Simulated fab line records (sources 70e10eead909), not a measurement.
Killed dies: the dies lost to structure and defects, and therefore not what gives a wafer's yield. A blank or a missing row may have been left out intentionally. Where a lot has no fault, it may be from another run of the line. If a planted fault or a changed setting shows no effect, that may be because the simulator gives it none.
fab line records | flow nandHarc
[record] lots = 5 wafers = 15 lastDay = 32
route steps=1302 shown P_ZERO_WELL@14 END@1302
lots untouched by any fault: they come from a run of this same line in which no faults occurred
startH: hours from the record's first day to the start of the lot's first wafer shown | waitH: hours elapsed since this lot's preceding step | " as in the row above | L1.1+2: a single row standing in for several wafers | - no value, or no start was given | * or withheld: withheld | < > ~ a bound
route shown NAME@n: NAME is a module with steps in the file, n the number in the route of the first one | usual: mean and standard deviation over wafers with no fault | same: alike in all rows | chamber/n: place in a boat | sites: the reading at each site | _std_site: the standard deviation of these | _edge_site: the outer-site mean with the inner-site mean subtracted | radiusMm: for every site, how far away it sits from the centre of the wafer | mask NAME#n: copy n | behind: tool/chamber where the wafer was last shaped | hold: why the lot went on hold/how many hours it stayed there/how the hold came to an end | device: names the non-switching transistor (n, p or np) | end of line: at the end of the route, the tests of the same wafers | a step without rows: its recipe alone | killed: the dies lost at the first sort to structure and to defects; this is not the yield of the wafer | map: the dies of a wafer, with x for killed, . for not killed, _ for no die there
set.NAME: the setting as run; set.NAME@STEP: as run at that earlier step | model.NAME: the simulator's own value behind a step, which no gauge read
a table for each step, a row for each wafer; lots at some steps of the route
services: when a tool's chamber went out of use (startH, in hours from the record's first day, below 0 if earlier), for how many hours, and the reason
[[steps]]
[step NHARC_P_ZERO_WELL_CD_MEAS_11]
[recipe] targetCdNm = 500 landingEnergyEv = 500
[usual] cdNm = 500.4/2.5
// columns lot.wafer tool chamber startH waitH cdNm
L182.3 cdSem-01 0 31.12 - 500.0
L182.4 " 0 " " 503.5
L182.6 " 0 " " 494.3
L191.1 cdSem-02 0 121.24 - 499.2
L191.3 " 0 " " 497.4
L191.4 " 0 " " 503.3
L199.2 cdSem-02 0 201.27 - 498.1
L199.5 " 0 " " 500.6
L199.6 " 0 " " 502.3
L200.3 cdSem-03 0 211.32 - 505.6
L200.4 " 0 " " 501.5
L200.5 " 0 " " 496.7
L201.1 cdSem-02 0 221.24 - 502.4
L201.5 " 0 " " 498.8
L201.6 " 0 " " 500.4
[step NHARC_P_ZERO_WELL_HARDBAKE_12]
[recipe] tempC = 118 timeS = 65
[step NHARC_P_ZERO_WELL_DESCUM_13]
[recipe] timeS = 3 o2FlowSccm = 200 arFlowSccm = 0 biasPowerW = 0 chemistry = O2
[usual] drypumpMotorCurrentA = 5.9/0.35 oesProductAu = 1.003/0.013 rfVppV = 57.8/0.87 showerheadPlenumPTorr = 1.91/0.11 throttleValvePct = 11.311/0.009
// columns lot.wafer tool chamber startH waitH drypumpMotorCurrentA oesProductAu rfHoursCounterH rfVppV showerheadPlenumPTorr throttleValvePct
L182.3 rieDiel-11 1 31.27 - 5.4 1.013 40 56.7 1.79 11.284
L182.4 " 2 " " 6.1 0.995 36 56.0 1.77 11.315
L182.6 " 1 " " 5.4 1.001 - 55.9 1.79 11.313
L191.1 rieDiel-11 2 121.39 - 6.2 0.982 13 58.1 2.07 11.312
L191.3 " 0 " " 5.6 1.002 11 57.4 2.03 11.310
L191.4 " 1 " " 5.4 0.990 13 57.6 1.78 11.303
L199.2 rieDiel-10 2 201.43 - 5.7 1.028 50 57.0 1.91 11.331
L199.6 " 2 " " 5.7 1.021 - 58.0 1.91 11.299
L199.5 " 0 " " 5.6 1.018 - 58.3 1.92 11.326
L200.3 rieDiel-10 2 211.47 - 5.7 1.007 53 57.0 1.91 11.319
L200.4 " 3 " " 5.9 0.985 51 57.8 1.79 11.316
L200.5 " 3 " " 5.9 0.985 - 57.2 1.79 11.312
L201.1 rieDiel-10 3 221.43 - 5.9 0.998 54 57.3 1.79 11.304
L201.6 " 0 " " 5.6 1.001 - 57.7 1.92 11.307
L201.5 " 1 " " 5.1 0.994 - 58.5 1.96 11.314
[step NHARC_P_ZERO_WELL_ETCH_65]
[recipe] targetDepthA = 800 overetchA = 240 timeS = 87.88 ionEnergyEv = 200 n2FlowSccm = 150 h2FlowSccm = 150 arFlowSccm = 0 rfW = 400 biasW = 150 chemistry = N2/H2
[usual] drypumpMotorCurrentA = 5.9/0.34 oesProductAu = 1.003/0.012 rfFwdPowerW = 397.5/1.4 rfVppV = 430/3.3 showerheadPlenumPTorr = 2.03/0.12 throttleValvePct = 14.170/0.0097
// columns lot.wafer tool chamber startH waitH drypumpMotorCurrentA oesProductAu rfFwdPowerW rfHoursCounterH rfVppV showerheadPlenumPTorr throttleValvePct
L182.3 rieDiel-11 3 31.36 0.1 6.1 1.010 400.3 25 432 2.08 14.165
L182.4 " 1 " " 5.5 0.999 396.5 40 426 1.90 14.153
L182.6 " 3 " " 6.1 1.013 399.8 - 432 2.08 14.158
L191.3 rieDiel-11 0 121.48 0.1 5.7 1.014 395.3 11 433 2.17 14.184
L191.1 " 1 " " 5.4 1.004 398.9 13 426 1.89 14.166
L191.4 " 3 " " 6.0 1.022 398.4 11 431 2.07 14.173
L199.2 rieDiel-10 3 201.53 0.1 5.9 0.993 396.8 50 425 1.90 14.189
L199.5 " 0 " " 5.7 1.009 397.9 - 431 2.04 14.169
L199.6 " 2 " " 5.7 1.017 395.8 - 430 2.04 14.161
L200.4 rieDiel-10 1 211.57 0.1 5.2 1.002 397.1 45 435 2.10 14.170
L200.3 " 2 " " 5.7 1.015 395.9 53 432 2.04 14.173
L200.5 " 0 " " 5.7 1.000 399.7 - 430 2.04 14.176
L201.1 rieDiel-10 1 221.51 0.1 5.1 1.012 395.7 49 430 2.10 14.170
L201.6 " 2 " " 5.7 1.023 396.8 - 430 2.03 14.176
L201.5 " 3 " " 5.9 0.997 396.5 - 426 1.90 14.185
[step NHARC_P_ZERO_WELL_ETCH_62]
[recipe] targetDepthA = 130 timeS = 6.5 chf3FlowSccm = 50 arFlowSccm = 200 rfW = 500 biasW = 200 chemistry = CHF3/Ar
[usual] chf3FlowSccm = 50.00/0.15 drypumpMotorCurrentA = 5.9/0.34 oesProductAu = 0.963/0.02 rfFwdPowerW = 488.5/1.8 rfVppV = 370.3/2.9 showerheadPlenumPTorr = 2.33/0.12 throttleValvePct = 20.217/0.0087
// columns lot.wafer tool chamber startH waitH chf3FlowSccm drypumpMotorCurrentA oesProductAu rfFwdPowerW rfHoursCounterH rfVppV showerheadPlenumPTorr throttleValvePct
L182.4 rieDiel-11 1 - - 50.12 5.5 0.969 488.6 40 367.2 2.19 20.216
L182.3 " 3 " " 50.28 6.0 0.990 489.2 25 371.7 2.39 20.223
L182.6 " 0 " " 49.93 5.6 0.966 487.3 - 374.1 2.49 20.216
L191.4 rieDiel-11 0 - - 50.26 5.6 0.987 487.4 11 372.6 2.48 20.226
L191.1 " 2 " " 50.16 6.1 0.952 487.0 13 374.9 2.53 20.223
L191.3 " 3 " " 49.99 6.0 0.976 488.2 11 370.7 2.37 20.222
L199.2 rieDiel-10 0 - - 50.26 5.7 0.961 491.9 50 368.6 2.35 20.216
L199.6 " 0 " " 50.23 5.7 0.959 490.0 - 371.0 2.35 20.224
L199.5 " 2 " " 50.15 5.7 0.982 487.1 - 371.6 2.34 20.224
L200.3 rieDiel-10 3 - - 49.90 5.9 0.938 488.6 51 368.3 2.20 20.214
L200.4 " 1 " " 50.11 5.2 0.976 489.2 45 371.4 2.41 20.217
L200.5 " 3 " " 49.99 5.9 0.965 485.2 - 366.1 2.20 20.232
L201.1 rieDiel-10 3 - - 50.04 5.9 0.976 487.8 54 367.4 2.20 20.226
L201.6 " 2 " " 50.07 5.7 1.001 486.9 - 368.2 2.34 20.224
L201.5 " 3 " " 50.11 5.9 0.971 487.3 - 367.5 2.20 20.210
[step NHARC_P_ZERO_WELL_ETCH_63]
[recipe] targetDepthA = 1200 timeS = 40.1 hbrFlowSccm = 150 cl2FlowSccm = 50 rfW = 400 icpW = 400 biasW = 100 chemistry = HBr/Cl2
[usual] drypumpMotorCurrentA = 5.8/0.58 oesProductAu = 0.998/0.013 rfFwdPowerW = 395.4/1.6 throttleValvePct = 26.406/0.0093
// columns lot.wafer tool chamber startH waitH drypumpMotorCurrentA oesProductAu rfFwdPowerW rfHoursCounterH throttleValvePct
L182.4 rieSi-04 2 31.54 - 5.0 0.994 394.1 0.2 26.411
L182.3 " 0 " " 6.0 1.003 396.1 0.3 26.404
L182.6 " 2 " " 5.0 0.983 397.6 - 26.416
L191.1 rieSi-03 2 121.67 - 5.2 1.014 393.9 0.5 26.384
L191.3 " 3 " " 6.2 1.000 392.3 0.5 26.400
L191.4 " 0 " " 4.7 1.005 397.0 0.5 26.398
L199.2 rieSi-04 3 201.75 - 6.0 0.999 395.6 0.2 26.404
L199.6 " 0 " " 6.1 0.994 396.2 - 26.402
L199.5 " 3 " " 6.0 1.009 394.3 - 26.402
L200.3 rieSi-04 3 211.77 - 6.0 1.001 396.1 0.3 26.403
L200.5 " 0 " " 6.1 0.986 396.3 - 26.421
L200.4 " 1 " " 6.7 0.990 399.0 - 26.413
L201.1 rieSi-04 2 221.70 - 5.0 0.998 395.1 0.3 26.400
L201.6 " 1 " " 6.7 0.996 397.6 - 26.404
L201.5 " 2 " " 5.0 0.987 395.0 - 26.401
[step NHARC_P_ZERO_WELL_STRIP_15]
[recipe] timeS = 900 tempC = 130 chemistry = SPM
[step NHARC_P_ZERO_WELL_DEHYDRATE_16]
[recipe] tempC = 150 timeS = 120
[step NHARC_P_ZERO_WELL_HMDS_17]
[recipe] timeS = 30
[step NHARC_P_ZERO_WELL_COAT_18]
[recipe] spinRpm = withheld
[step NHARC_P_ZERO_WELL_SOFTBAKE_19]
[recipe] tempC = 122 timeS = 95
[step NHARC_P_ZERO_WELL_EBR_20]
[step NHARC_P_ZERO_WELL_EXPOSE_21]
[recipe] na = 0.6 targetCdNm = 720 doseMj = 22.31 maskId = P_NWELL
[usual] exposureDoseMJCm2 = 22.306/0.024
// columns lot.wafer tool chamber startH waitH mask exposureDoseMJCm2
L182.3 krfScanner-03 0 32.32 - P_NWELL#0 22.297
L182.4 " 0 " " P_NWELL#0 22.319
L182.6 " 0 " " P_NWELL#0 22.337
L191.1 krfScanner-02 0 122.43 - P_HVPW#0 22.286
L191.3 " 0 " " P_HVPW#0 22.277
L191.4 " 0 " " P_HVPW#0 22.317
L199.2 krfScanner-03 0 202.52 - P_NWELL#0 22.297
L199.5 " 0 " " P_NWELL#0 22.305
L199.6 " 0 " " P_NWELL#0 22.287
L200.3 krfScanner-03 0 212.41 - P_NWELL#0 22.308
L200.4 " 0 " " P_NWELL#0 22.300
L200.5 " 0 " " P_NWELL#0 22.294
L201.1 krfScanner-02 0 222.46 - P_NWELL#0 22.305
L201.5 " 0 " " P_NWELL#0 22.315
L201.6 " 0 " " P_NWELL#0 22.303
[step NHARC_P_ZERO_WELL_PEB_22]
[recipe] pebTempC = 118 pebTimeS = 85
[step NHARC_P_ZERO_WELL_DEVELOP_23]
[recipe] timeS = 70
[step NHARC_P_ZERO_WELL_CD_MEAS_24]
[recipe] targetCdNm = 720 landingEnergyEv = 500
[usual] cdNm = 721.7/2
// columns lot.wafer tool chamber startH waitH cdNm
L182.3 cdSem-01 0 32.47 - 722.8
L182.4 " 0 " " 721.6
L182.6 " 0 " " 720.1
L191.1 cdSem-01 0 122.60 - -
L191.3 " 0 " " -
L191.4 " 0 " " -
L199.2 cdSem-02 0 202.68 - 718.0
L199.5 " 0 " " 722.5
L199.6 " 0 " " 721.9
L200.3 cdSem-01 0 212.56 - 721.7
L200.4 " 0 " " 720.8
L200.5 " 0 " " 720.9
L201.1 cdSem-03 0 222.62 - 723.9
L201.5 " 0 " " 721.2
L201.6 " 0 " " 717.8
[step NHARC_P_ZERO_WELL_HARDBAKE_25]
[recipe] tempC = 125 timeS = 80
[step NHARC_END_SORT_01]
[recipe] tempC = 25
[usual] killedAtArray = 56/17 killedAtOther = 0.9/1.2 killedAtPeriphery = 3.9/2.5 killedDies = 61/17 killedOpen = 3.2/1.8 killedShort = 2.7/1.7
[same] grossDies = 677
// columns lot.wafer tool chamber startH waitH killedAtArray killedAtOther killedAtPeriphery killedDies killedOpen killedShort
L191.1 prober-01 0 661.53 2.5 69 0 608 677 2 3
L191.3 prober-01 0 663.12 3.1 67 0 610 677 1 1
L191.4 prober-01 0 663.91 3.4 95 0 582 677 3 3
L201.1 prober-01 0 759.93 2.5 38 1 6 45 1 1
L201.5 prober-01 0 763.16 3.7 51 1 2 54 1 4
L201.6 prober-01 0 763.97 4.0 48 1 13 62 3 4
// killed by level:class
L191.1 P_ZERO_WELL:areaExpose=605 A_CHANNEL_HOLE_D1:chamberFilmFlake=29 A_SLIT:chamberFilmFlake=12 A_CONTACT:chamberFilmFlake=11 A_CHANNEL_HOLE_D2:chamberFilmFlake=9 A_STAIRCASE:chamberFilmFlake=2 P_STI:geometricParticle:short=1 P_CONTACT:geometricParticle:open=1
L191.3 P_ZERO_WELL:areaExpose=608 A_CHANNEL_HOLE_D1:chamberFilmFlake=34 A_SLIT:chamberFilmFlake=14 A_CONTACT:chamberFilmFlake=11 A_CHANNEL_HOLE_D2:chamberFilmFlake=6 P_M1:geometricParticle:short=1 A_CHANNEL_HOLE_D1:geometricParticle:open=1 P_M0:chamberFilmFlake=1
L191.4 P_ZERO_WELL:areaExpose=582 A_SLIT:chamberFilmFlake=35 A_CHANNEL_HOLE_D1:chamberFilmFlake=32 A_CONTACT:chamberFilmFlake=13 A_CHANNEL_HOLE_D2:chamberFilmFlake=9 A_CHANNEL_HOLE_D1:geometricParticle:short=1 A_ONON_D2:geometricParticle:open=1 A_CHANNEL_FILL_D2:geometricParticle:short=1
L201.1 A_CHANNEL_HOLE_D1:chamberFilmFlake=13 A_SLIT:chamberFilmFlake=12 A_CONTACT:chamberFilmFlake=5 P_M2:chamberFilmFlake=3 A_CHANNEL_HOLE_D2:chamberFilmFlake=3 P_CONTACT:chamberFilmFlake=2 A_STAIRCASE:chamberFilmFlake=2 A_CHANNEL_FILL_D1:geometricParticle:open=1
L201.5 A_SLIT:chamberFilmFlake=32 A_CHANNEL_HOLE_D1:chamberFilmFlake=7 A_STAIRCASE:chamberFilmFlake=3 A_CONTACT:chamberFilmFlake=3 A_ONON_D2:geometricParticle:short=2 P_M2:chamberFilmFlake=2 A_CHANNEL_FILL_D1:geometricParticle:short=1 A_WL_FILL:geometricParticle:short=1
L201.6 A_SLIT:chamberFilmFlake=22 A_CHANNEL_HOLE_D1:chamberFilmFlake=12 P_M2:chamberFilmFlake=7 P_CONTACT:chamberFilmFlake=4 A_CONTACT:chamberFilmFlake=3 A_CHANNEL_FILL_D1:geometricParticle:open=2 A_CHANNEL_HOLE_D2:chamberFilmFlake=2 P_CONTACT:geometricParticle:open=1
// map L191.1 (x killed, . not)
____________x____________
_________xxxxxxx_________
_______xxxxxxxxxxx_______
______xxxxxxxxxxxxx______
_____xxxxxxxxxxxxxxx_____
____xxxxxxxxxxxxxxxxx____
____xxxxxxxxxxxxxxxxx____
___xxxxxxxxxxxxxxxxxxx___
___xxxxxxxxxxxxxxxxxxx___
__xxxxxxxxxxxxxxxxxxxxx__
__xxxxxxxxxxxxxxxxxxxxx__
_xxxxxxxxxxxxxxxxxxxxxxx_
_xxxxxxxxxxxxxxxxxxxxxxx_
_xxxxxxxxxxxxxxxxxxxxxxx_
_xxxxxxxxxxxxxxxxxxxxxxx_
_xxxxxxxxxxxxxxxxxxxxxxx_
xxxxxxxxxxxxxxxxxxxxxxxxx
xxxxxxxxxxxxxxxxxxxxxxxxx
xxxxxxxxxxxxxxxxxxxxxxxxx
xxxxxxxxxxxxxxxxxxxxxxxxx
xxxxxxxxxxxxxxxxxxxxxxxxx
_xxxxxxxxxxxxxxxxxxxxxxx_
_xxxxxxxxxxxxxxxxxxxxxxx_
_xxxxxxxxxxxxxxxxxxxxxxx_
_xxxxxxxxxxxxxxxxxxxxxxx_
_xxxxxxxxxxxxxxxxxxxxxxx_
__xxxxxxxxxxxxxxxxxxxxx__
__xxxxxxxxxxxxxxxxxxxxx__
___xxxxxxxxxxxxxxxxxxx___
___xxxxxxxxxxxxxxxxxxx___
____xxxxxxxxxxxxxxxxx____
____xxxxxxxxxxxxxxxxx____
_____xxxxxxxxxxxxxxx_____
______xxxxxxxxxxxxx______
_______xxxxxxxxxxx_______
_________xxxxxxx_________
____________x____________
// map L201.6 (x killed, . not)
____________.____________
_________......._________
_______.x........._______
______......x.x....______
_____.....xx.xx....._____
____............x....____
____.................____
___..........x........___
___.............x.....___
__...................x.__
__.....................__
_......................._
_......................._
_......................._
_......................._
_..........x............_
............x........x..x
.............x.x.....x.x.
..............x.xx.......
............x.xx.x....x..
......x..........x.......
_...............x.....x._
_.......x..............._
_......................._
_........x.............._
_........x.............._
__.x...................__
__.................xx..__
___.......x.......x...___
___..........xx.x.xxx.___
____.............xxxx____
____.....x.......xxxx____
_____...........xxxx_____
______..........x.x______
_______.........xx_______
_________......._________
____________.____________
[[services]]
// columns tool chamber startH hours kind
rieDiel-10 1 26.63 13.7 repair
rieDiel-11 1 38.98 5.0 repair
rieSi-03 - 44.00 9.0 pm
krfScanner-03 - 52.00 4.0 pm
krfScanner-02 - 59.08 5.9 repair
rieDiel-10 3 59.28 5.1 repair
rieDiel-10 - 65.67 9.0 pm
rieDiel-11 - 66.41 0.3 repair
rieDiel-11 - 78.55 9.0 pm
krfScanner-02 - 94.00 4.0 pm
krfScanner-02 - 98.32 1.5 repair
rieDiel-10 - 106.04 0.7 repair
rieDiel-10 2 120.65 10.4 repair
rieSi-03 3 122.57 2.8 repair
rieDiel-11 0 135.50 8.6 repair
krfScanner-02 - 137.11 0.3 repair
rieSi-04 1 153.06 19.3 repair
rieSi-04 - 165.00 9.0 pm
krfScanner-02 - 166.60 0.2 repair
rieDiel-10 1 173.21 33.8 repair
krfScanner-02 - 180.28 1.2 repair
rieSi-04 2 190.77 21.1 repair
rieDiel-11 2 209.85 5.9 repair
rieDiel-11 - 212.84 2.0 repair
[[key]]
[firstSign] step = NHARC_P_ZERO_WELL_EXPOSE_21 reading = mask direction = changed
[effect] step = NHARC_P_ZERO_WELL_CD_MEAS_24 reading = cdNm direction = missing
[effect] step = NHARC_END_SORT_01 reading = killedAtPeriphery direction = up sigmas = 99+ usual = 3.9 struck = 600
[moreKillsBornAt] NHARC_P_ZERO_WELL_EXPOSE_21@krfScanner-02 = 1795
metAt NHARC_P_ZERO_WELL_EXPOSE_21
struckWafers L191.1,L191.3,L191.4
laterRowsLeftOut L191.1,L191.3,L191.4
testerLeftOut L191
[fault] kind = wrongMask tool = any chamber = - onsetH = 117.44 steps = NHARC_P_ZERO_WELL_EXPOSE_21 auxCopy = P_HVPW#0 scope = struckLotsOnly
// testerLeftOut: of these lots the tester's yield and bins aren't shown, on N5 and GAA mostly nor the transistor test; their killed dies are dies lost to structure and defects alone, not to doping, threshold or leakage, so they don't give the yield
// laterRowsLeftOut: the simulator's readings of these wafers behind a module that went badly wrong aren't trusted and aren't shown, but for the sort
